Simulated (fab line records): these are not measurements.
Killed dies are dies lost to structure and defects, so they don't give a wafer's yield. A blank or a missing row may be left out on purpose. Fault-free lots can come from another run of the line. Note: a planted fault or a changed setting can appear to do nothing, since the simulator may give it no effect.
fab line records | flow nandHarc
record: lots: 13 wafers: 39 lastDay: 24
route steps=1159 shown P_BONDPAD@381 A_START@389 A_ZERO_WELL@405 A_ONON_D1@444 END@1159
lots that met no fault: taken from a fault-free run of the same line
startH: start of the lot's first displayed wafer, in hours after the record's first day | waitH: hours elapsed since this lot's preceding step | " identical to the entry in the row above | L1.1+2: several wafers, shown together as one row | - no value, or no start was given | * or withheld: withheld | < > ~ a bound
route shown NAME@n: names a module that has steps shown in the file, with the first one's number in the route | usual: mean/standard deviation taken from wafers without a fault | same: alike in all rows | chamber/n: place in a boat | sites: each site's reading | _std_site: their standard deviation | _edge_site: the outer-site mean with the inner-site mean subtracted | radiusMm: for every site, how far away it sits from the centre of the wafer | mask NAME#n: copy n | behind: the tool/chamber that last shaped the wafer | hold: what put the lot on hold/how long, in hours/how the hold closed | device: the n, p or np transistor that did not switch | end of line: the tests these same wafers got at the end of their route | for a step that has no rows: nothing shown but its recipe | killed: count of dies lost to structure and defects at first sort (not the wafer's yield) | map: per-die view of a wafer (x killed, . not killed, _ where there is no die)
set.NAME: the run value of the setting; set.NAME@STEP: its run value at that earlier step | model.NAME: the simulator's own value behind a step, which no gauge read
a sample of lots followed through the steps of the route, with each step as a table and each wafer as a row
services: a tool's chamber out of use, with start hour (startH, from the record's first day; less than 0 if before it), hours out, and reason
== steps ==
step: NHARC_P_BONDPAD_THK_MEAS_20
recipe: thkMeasGauge: xrf
usual: thkNm: 160.6/1.4
columns lot.wafer tool chamber startH waitH thkNm
L544.1 filmMetro-01 - 134.40 - 159.1
L544.4 " - " " 158.4
L544.6 " - " " 161.3
L545.4 filmMetro-01 - 147.56 - 161.0
L545.5 " - " " 161.6
L545.6 " - " " 159.2
L547.1 filmMetro-01 - 149.11 - 163.0
L547.3 " - " " 162.1
L547.6 " - " " 159.7
L549.2 filmMetro-01 - 164.09 - 160.4
L549.4 " - " " 160.8
L549.6 " - " " 157.1
L551.1 filmMetro-02 - 171.99 - 159.0
L551.4 " - " " 158.0
L551.6 " - " " 159.8
L553.3 filmMetro-01 - 182.96 - 159.3
L553.4 " - " " 161.1
L553.5 " - " " 161.6
L556.1 filmMetro-02 - 209.67 - 159.0
L556.2 " - " " 159.3
L556.4 " - " " 162.3
L557.2 filmMetro-01 - 210.33 - 161.1
L557.3 " - " " 160.9
L557.6 " - " " 159.1
L562.1 filmMetro-01 - 236.60 - 160.7
L562.4 " - " " 158.9
L562.6 " - " " 157.4
L563.2 filmMetro-02 - 240.44 - 160.3
L563.3 " - " " 158.3
L563.6 " - " " 160.5
L564.3 filmMetro-01 - 251.95 - 159.7
L564.5 " - " " 160.9
L564.6 " - " " 161.7
L565.2 filmMetro-01 - 257.23 - 159.5
L565.3 " - " " 162.1
L565.5 " - " " 162.5
L567.1 filmMetro-02 - 261.90 - 162.7
L567.4 " - " " 159.9
L567.6 " - " " 159.9
step: NHARC_A_START_INSPECT_01
usual: rawDefectCount: 3.5/1.8
columns lot.wafer tool chamber startH waitH rawDefectCount
L544.1 defectInspect-01 - 135.08 - 4
L544.4 " - " " 4
L544.6 " - " " 3
L545.4 defectInspect-02 - 148.23 - 3
L545.5 " - " " 5
L545.6 " - " " 0
L547.1 defectInspect-02 - 149.78 - 1
L547.3 " - " " 1
L547.6 " - " " 2
L549.2 defectInspect-01 - 164.77 - 3
L549.4 " - " " 8
L549.6 " - " " 5
L551.1 defectInspect-01 - 172.68 - 1
L551.4 " - " " 3
L551.6 " - " " 2
L553.3 defectInspect-01 - 183.63 - 3
L553.4 " - " " 1
L553.5 " - " " 7
L556.1 defectInspect-01 - 210.36 - 3
L556.2 " - " " 6
L556.4 " - " " 3
L557.2 defectInspect-01 - 211.02 - 1
L557.3 " - " " 4
L557.6 " - " " 4
L562.1 defectInspect-02 - 237.65 - 3
L562.4 " - " " 4
L562.6 " - " " 2
L563.2 defectInspect-01 - 241.20 - 4
L563.3 " - " " 4
L563.6 " - " " 7
L564.3 defectInspect-01 - 252.70 - 2
L564.5 " - " " 4
L564.6 " - " " 2
L565.2 defectInspect-01 - 258.05 - 4
L565.3 " - " " 5
L565.5 " - " " 6
L567.1 defectInspect-02 - 262.57 - 4
L567.4 " - " " 3
L567.6 " - " " 5
step: NHARC_A_ZERO_WELL_ETCH_13
recipe: targetDepthA: 1200 timeS: 40.1 hbrFlowSccm: 150 cl2FlowSccm: 50 rfW: 400 icpW: 400 biasW: 100 chemistry: HBr/Cl2
usual: drypumpMotorCurrentA: 5.6/0.45 oesProductAu: 0.999/0.0083 throttleValvePct: 26.406/0.01
columns lot.wafer tool chamber startH waitH drypumpMotorCurrentA oesProductAu rfHoursCounterH throttleValvePct
L544.1 rieSi-01 1 136.32 - 5.3 0.996 0.00 26.400
L544.4 " 0 " " 5.3 0.989 0.00 26.428
L544.6 " 1 " " 5.3 0.995 - 26.394
L545.4 rieSi-04 2 149.35 - 6.5 0.999 0.25 26.400
L545.6 " 3 " " 6.0 1.019 - 26.400
L545.5 " 0 " " 6.3 1.005 - 26.412
L547.3 rieSi-04 1 151.00 - 5.3 1.006 0.21 26.399
L547.1 " 3 " " 6.0 1.004 0.28 26.406
L547.6 " 1 " " 5.3 0.994 - 26.410
L549.2 rieSi-01 0 165.99 - 5.3 0.995 0.27 26.405
L549.4 " 3 " " 5.7 0.987 0.23 26.420
L549.6 " 0 " " 5.3 0.983 - 26.403
L551.1 rieSi-01 2 173.88 - 5.4 1.004 0.30 26.399
L551.4 " 1 " " 5.3 1.008 0.41 26.397
L551.6 " 3 " " 5.7 1.002 - 26.414
L553.3 rieSi-01 0 184.83 - 5.3 0.987 0.46 26.404
L553.4 " 3 " " 5.7 1.009 0.36 26.379
L553.5 " 1 " " 5.3 1.008 - 26.390
L556.2 rieSi-01 1 211.47 - 5.3 0.992 0.61 26.423
L556.4 " 2 " " 5.4 1.001 0.49 26.407
L556.1 " 3 " " 5.7 1.005 0.48 26.414
L557.2 rieSi-01 2 212.26 - 5.4 1.000 0.51 26.401
L557.3 " 0 " " 5.3 0.999 0.65 26.427
L557.6 " 2 " " 5.4 0.996 - 26.405
L562.4 rieSi-06 1 238.89 - 5.3 1.006 0.31 26.393
L562.1 " 2 " " 6.4 0.999 0.30 26.399
L562.6 " 3 " " 5.7 0.990 - 26.410
L563.2 rieSi-04 3 242.43 - 6.0 0.999 0.95 26.400
L563.3 " 0 " " 6.3 1.008 0.84 26.408
L563.6 " 2 " " 6.5 0.979 - 26.401
L564.3 rieSi-04 0 253.96 - 6.3 1.001 0.90 26.406
L564.6 " 1 " " 5.3 0.999 - 26.419
L564.5 " 2 " " 6.5 0.997 - 26.402
L565.3 rieSi-01 1 259.28 - 5.3 0.996 0.95 26.416
L565.2 " 2 " " 5.5 1.003 0.74 26.386
L565.5 " 0 " " 5.2 1.002 - 26.406
L567.4 rieSi-06 1 263.77 - 5.2 1.010 0.54 26.401
L567.1 " 0 " " 5.0 0.999 0.52 26.420
L567.6 " 1 " " 5.2 1.007 - 26.395
step: NHARC_A_ONON_D1_DEP_28
recipe: targetThkA: 10000 n2FlowSccm: 2750 n2oFlowSccm: 2000 nh3FlowSccm: 500 sih4FlowSccm: 210 tempC: 400
usual: susceptorTempC: 400.00/0.21
columns lot.wafer tool chamber startH waitH susceptorTempC
L544.1 pecvdOnon-01 0 170.41 0.1 400.10
L544.4 " 0 " " 400.28
L544.6 " 0 " " 399.75
L547.1 pecvdOnon-03 0 184.00 0.1 399.82
L547.3 " 0 " " 399.81
L547.6 " 0 " " 400.28
L545.4 pecvdOnon-02 0 184.18 0.2 400.09
L545.5 " 0 " " 400.22
L545.6 " 0 " " 400.47
L549.2 pecvdOnon-02 0 199.96 0.1 399.82
L549.4 " 0 " " 400.25
L549.6 " 0 " " 399.62
L551.1 pecvdOnon-03 0 208.86 0.1 400.20
L551.4 " 0 " " 400.16
L551.6 " 0 " " 400.11
L553.3 pecvdOnon-03 0 219.97 0.2 399.86
L553.4 " 0 " " 400.01
L553.5 " 0 " " 399.95
L556.1 pecvdOnon-02 0 244.65 0.1 399.83
L556.2 " 0 " " 399.94
L556.4 " 0 " " 399.89
L557.2 pecvdOnon-01 0 244.72 0.1 399.92
L557.3 " 0 " " 399.82
L557.6 " 0 " " 399.94
L562.1 pecvdOnon-02 0 272.21 0.1 399.74
L562.4 " 0 " " 399.79
L562.6 " 0 " " 400.16
L563.2 pecvdOnon-01 0 284.10 0.1 399.74
L563.3 " 0 " " 399.71
L563.6 " 0 " " 399.60
L564.3 pecvdOnon-02 0 289.13 0.2 399.79
L564.5 " 0 " " 399.50
L564.6 " 0 " " 399.80
L565.2 pecvdOnon-01 0 295.24 0.1 399.74
L565.3 " 0 " " 399.69
L565.5 " 0 " " 399.91
L567.1 pecvdOnon-03 0 295.32 0.1 399.71
L567.4 " 0 " " 399.65
L567.6 " 0 " " 399.67
step: NHARC_A_ONON_D1_THK_MEAS_30
recipe: thkMeasGauge: ellipsometry
usual: thkNm: 999/8.4
columns lot.wafer tool chamber startH waitH thkNm
L544.1 filmMetro-02 - 170.93 - 991
L544.4 " - " " 989
L544.6 " - " " 993
L547.1 filmMetro-01 - 184.50 - 1005
L547.3 " - " " 1007
L547.6 " - " " 1008
L545.4 filmMetro-01 - 184.51 - 992
L545.5 " - " " 990
L545.6 " - " " 993
L549.2 filmMetro-01 - 200.41 - 991
L549.4 " - " " 992
L549.6 " - " " 990
L551.1 filmMetro-01 - 209.37 - 1593
L551.4 " - " " 1592
L551.6 " - " " 1593
L553.3 filmMetro-01 - 220.36 - 1591
L553.4 " - " " 1592
L553.5 " - " " 1590
L556.1 filmMetro-01 - 245.16 - 992
L556.2 " - " " 991
L556.4 " - " " 993
L557.2 filmMetro-02 - 245.17 - 996
L557.3 " - " " 996
L557.6 " - " " 995
L562.1 filmMetro-02 - 272.72 - 1006
L562.4 " - " " 1006
L562.6 " - " " 1007
L563.2 filmMetro-02 - 284.55 - 999
L563.3 " - " " 998
L563.6 " - " " 996
L564.3 filmMetro-01 - 289.52 - 1008
L564.5 " - " " 1008
L564.6 " - " " 1009
L565.2 filmMetro-02 - 295.69 - 1011
L565.3 " - " " 1010
L565.5 " - " " 1010
L567.1 filmMetro-01 - 295.83 - 984
L567.4 " - " " 984
L567.6 " - " " 984
step: NHARC_END_SORT_01
recipe: tempC: 25
usual: killedAtArray: 26/9.9 killedAtOther: 0.8/1 killedAtPeriphery: 2.8/2.2 killedDies: 29/9.9 killedOpen: 3.2/1.8 killedShort: 2.1/1.4
same: grossDies: 677
columns lot.wafer tool chamber startH waitH killedAtArray killedAtOther killedAtPeriphery killedDies killedOpen killedShort
L551.1 prober-02 0 480.93 2.5 675 0 2 677 6 1
L551.4 prober-02 0 483.31 3.4 675 2 0 677 3 1
L551.6 prober-02 0 484.90 4.0 676 1 0 677 6 1
L553.3 prober-02 0 498.12 3.1 676 0 1 677 4 3
L553.4 prober-02 0 498.94 3.4 675 1 1 677 2 3
L553.5 prober-02 0 499.75 3.7 675 2 0 677 1 0
killed by level:class
L551.1 A_ONON_D1:areaDep=636 A_CHANNEL_HOLE_D1:chamberFilmFlake=17 A_SLIT:chamberFilmFlake=11 A_STAIRCASE:chamberFilmFlake=3 A_WL_FILL:geometricParticle:open=2 A_CONTACT:chamberFilmFlake=2 P_CONTACT:geometricParticle:open=1 P_M0:geometricParticle:open=1
L551.4 A_ONON_D1:areaDep=644 A_CHANNEL_HOLE_D1:chamberFilmFlake=12 A_SLIT:chamberFilmFlake=12 A_CONTACT:geometricParticle:open=2 A_CONTACT:chamberFilmFlake=2 THIN_TSV:chamberFilmFlake=2 A_SGD_CUT:geometricParticle:short=1 A_WL_FILL:geometricParticle:open=1
L551.6 A_ONON_D1:areaDep=633 A_SLIT:chamberFilmFlake=16 A_CHANNEL_HOLE_D1:chamberFilmFlake=12 A_CONTACT:chamberFilmFlake=4 A_CONTACT:geometricParticle:open=3 A_STAIRCASE:chamberFilmFlake=3 A_CHANNEL_FILL_D1:geometricParticle:open=2 A_CHANNEL_FILL_D1:geometricParticle:short=1
L553.3 A_ONON_D1:areaDep=652 A_CONTACT:chamberFilmFlake=8 A_CONTACT:geometricParticle:open=3 A_CHANNEL_FILL_D1:chamberFilmFlake=3 A_STAIRCASE:chamberFilmFlake=3 A_SGD_CUT:geometricParticle:short=2 A_CHANNEL_HOLE_D1:chamberFilmFlake=2 A_CHANNEL_FILL_D1:geometricParticle:short=1
L553.4 A_ONON_D1:areaDep=659 A_STAIRCASE:chamberFilmFlake=4 A_CONTACT:chamberFilmFlake=4 A_CHANNEL_FILL_D1:geometricParticle:short=2 A_CHANNEL_FILL_D1:geometricParticle:open=1 A_SGD_CUT:geometricParticle:short=1 A_CONTACT:geometricParticle:open=1 P_GATE:chamberFilmFlake=1
L553.5 A_ONON_D1:areaDep=658 A_CONTACT:chamberFilmFlake=7 A_STAIRCASE:chamberFilmFlake=5 A_CHANNEL_HOLE_D1:chamberFilmFlake=3 HYBRID_BOND:chamberFilmFlake=2 A_BLC:geometricParticle:open=1 A_WL_FILL:chamberFilmFlake=1
== services ==
columns tool chamber startH hours kind
rieSi-01 - 127.00 9.0 pm
rieSi-01 0 127.00 9.0 ventCycle
rieSi-01 1 127.00 9.0 ventCycle
rieSi-01 2 127.00 9.0 ventCycle
rieSi-01 3 127.00 9.0 ventCycle
rieSi-01 0 136.00 - clean
rieSi-01 1 136.00 - clean
rieSi-01 2 136.00 - clean
rieSi-01 3 136.00 - clean
rieSi-04 1 136.38 3.1 repair
pecvdOnon-03 - 153.00 13.0 pm
rieSi-06 - 183.00 9.0 pm
rieSi-01 - 187.07 0.4 repair
pecvdOnon-01 - 195.00 13.0 pm
rieSi-04 - 254.27 0.6 repair
rieSi-04 - 276.00 9.0 pm
rieSi-04 0 276.00 9.0 ventCycle
rieSi-04 1 276.00 9.0 ventCycle
rieSi-04 2 276.00 9.0 ventCycle
rieSi-04 3 276.00 9.0 ventCycle
rieSi-06 3 283.50 15.3 repair
rieSi-04 0 285.00 - clean
rieSi-04 1 285.00 - clean
pecvdOnon-02 - 292.00 13.0 pm
== key ==
firstSign: step: NHARC_A_ONON_D1_THK_MEAS_30 reading: thkNm direction: up sigmas: 71 usual: 999 struck: 1592
effect: step: NHARC_END_SORT_01 reading: killedAtArray direction: up sigmas: 66 usual: 26 struck: 675
moreKillsBornAt: NHARC_A_ONON_D1_DEP_28@pecvdOnon-03: 3882
metAt NHARC_A_ONON_D1_DEP_28
struckLots L551,L553
laterRowsLeftOut L551.1,L551.4,L551.6,L553.3,L553.4,L553.5
testerLeftOut L551,L553
notActingAt NHARC_P_BONDPAD_THK_MEAS_20,NHARC_A_START_INSPECT_01,NHARC_A_ZERO_WELL_ETCH_13
onsetBetween 184.00 208.86
fault: kind: processParameterDrift tool: pecvdOnon-03 chamber: - onsetH: 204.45 steps: NHARC_A_ONON_D1_DEP_28 channel: targetThkA offset: * shape: step endH: 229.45 actsIn: * stated: *
testerLeftOut: of these lots the tester's yield and bins aren't shown, on N5 and GAA mostly nor the transistor test; their killed dies are dies lost to structure and defects alone, not to doping, threshold or leakage, so they don't give the yield
laterRowsLeftOut: the simulator's readings of these wafers behind a module that went badly wrong aren't trusted and aren't shown, but for the sort
